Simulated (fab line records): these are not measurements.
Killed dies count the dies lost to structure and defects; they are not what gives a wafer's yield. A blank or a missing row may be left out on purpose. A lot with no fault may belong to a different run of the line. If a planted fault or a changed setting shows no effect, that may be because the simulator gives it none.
Chamber matching | flow nand harc | NHARC_P_CONTACT_CMP_24 on cmp-01 has 4 sister chambers
The step polishes, t overpolish 30 s, target thk 200 nm. 39 wafers are shown with their chamber, then 12 later ones without.

WAFERS PAIRED WITH THEIR CHAMBERS
wafer  | chamber | time to endpoint s (s) | motor current A (A) | overpolish run s (s)
L074.1 | 0       | 36                     | 10.9                | 30.002
L074.2 | 1       | 41                     | 9.7                 | 29.987
L074.6 | 0       | 36                     | 10.5                | 29.994
L074.3 | 3       | 36                     | 10.9                | 29.985
L074.4 | 2       | 37                     | 12.5                | 30.002
L074.5 | 1       | 45                     | 10.3                | 30.010
L075.1 | 0       | 36                     | 11.1                | 30.010
L075.4 | 1       | 45                     | 9.7                 | 29.986
L075.5 | 0       | 36                     | 11.2                | 29.992
L077.2 | 3       | 35                     | 11.1                | 29.996
L077.4 | 1       | 41                     | 10.8                | 30.006
L077.5 | 1       | 42                     | 10.0                | 30.003
L082.3 | 3       | 39                     | 10.9                | 30.020
L082.4 | 2       | 37                     | 11.7                | 29.998
L082.5 | 3       | 37                     | 11.4                | 30.006
L083.3 | 3       | 40                     | 11.2                | 30.004
L083.4 | 1       | 47                     | 10.4                | 29.996
L083.6 | 1       | 47                     | 9.8                 | 29.995
L083.1 | 0       | 35                     | 10.6                | 29.999
L083.2 | 2       | 38                     | 11.3                | 30.009
L083.5 | 2       | 36                     | 11.3                | 30.014
L087.1 | 2       | 39                     | 11.4                | 29.999
L087.2 | 1       | 45                     | 10.7                | 30.006
L087.3 | 3       | 37                     | 10.7                | 30.017
L090.2 | 1       | 43                     | 10.4                | 29.988
L090.4 | 0       | 35                     | 10.3                | 30.001
L090.5 | 2       | 36                     | 12.0                | 29.997
L090.1 | 2       | 36                     | 11.7                | 29.979
L090.3 | 3       | 37                     | 11.6                | 30.021
L090.6 | 1       | 45                     | 9.4                 | 30.009
L092.1 | 1       | 43                     | 9.7                 | 29.974
L092.3 | 0       | 35                     | 10.8                | 30.001
L092.5 | 1       | 43                     | 10.1                | 30.010
L092.2 | 3       | 35                     | 11.5                | 29.989
L092.4 | 2       | 36                     | 12.1                | 29.996
L092.6 | 0       | 37                     | 11.6                | 30.021
L093.1 | 2       | 35                     | 12.0                | 29.994
L093.2 | 3       | 35                     | 11.4                | 30.008
L093.5 | 2       | 36                     | 12.0                | 29.994

SIGNATURES (averages over the wafers above)
reading            | chamber 0 | chamber 1 | chamber 2 | chamber 3 | scatter within a chamber
time to endpoint s | 35.75     | 43.92     | 36.60     | 36.78     | 1.59
motor current A    | 10.875    | 10.083    | 11.800    | 11.189    | 0.397
overpolish run s   | 30.00250  | 29.99750  | 29.99820  | 30.00511  | 0.0111
Rule: distance of a wafer from a chamber = root of the sum over the readings of ((wafer's reading minus chamber's mean) / reading's scatter) squared. If the next closest chamber is less than 2 further off than the closest, the wafer can't be placed; otherwise it belongs to the closest. The scatter is the square root of a quotient: the sum, over the shown wafers, of each reading's squared deviation from its chamber's mean, divided by wafers minus chambers.

WAFERS WHOSE CHAMBER IS MISSING
wafer  | time to endpoint s (s) | motor current A (A) | overpolish run s (s)
L094.1 | 45                     | 9.9                 | 29.983
L094.2 | 35                     | 11.8                | 30.010
L094.3 | 32                     | 11.8                | 29.995
L096.1 | 36                     | 11.9                | 30.014
L096.4 | 43                     | 9.6                 | 30.005
L096.6 | 33                     | 11.8                | 29.996
L096.2 | 31                     | 11.2                | 30.001
L096.3 | 33                     | 11.1                | 29.997
L096.5 | 42                     | 10.0                | 30.011
L097.1 | 33                     | 10.8                | 30.008
L097.3 | 40                     | 9.8                 | 30.004
L097.5 | 34                     | 11.9                | 30.005

EACH ONE'S CHAMBER
wafer  | from the rows above          | in truth
L094.1 | 1                            | 1
L094.2 | can't be placed: 2 or 3 or 0 | 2
L094.3 | can't be placed: 2 or 0 or 3 | 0
L096.1 | can't be placed: 2 or 3 or 0 | 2
L096.4 | 1                            | 1
L096.6 | can't be placed: 2 or 3 or 0 | 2
L096.2 | can't be placed: 0 or 3 or 2 | 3
L096.3 | can't be placed: 0 or 3 or 2 | 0
L096.5 | 1                            | 1
L097.1 | can't be placed: 0 or 3 or 2 | 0
L097.3 | can't be placed: 1 or 0 or 3 | 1
L097.5 | can't be placed: 2 or 3 or 0 | 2
3 of 12 placed correctly. Cannot be placed on the basis of these rows: 9; the candidates contain the true chamber in 9. Placed wrongly: 0.
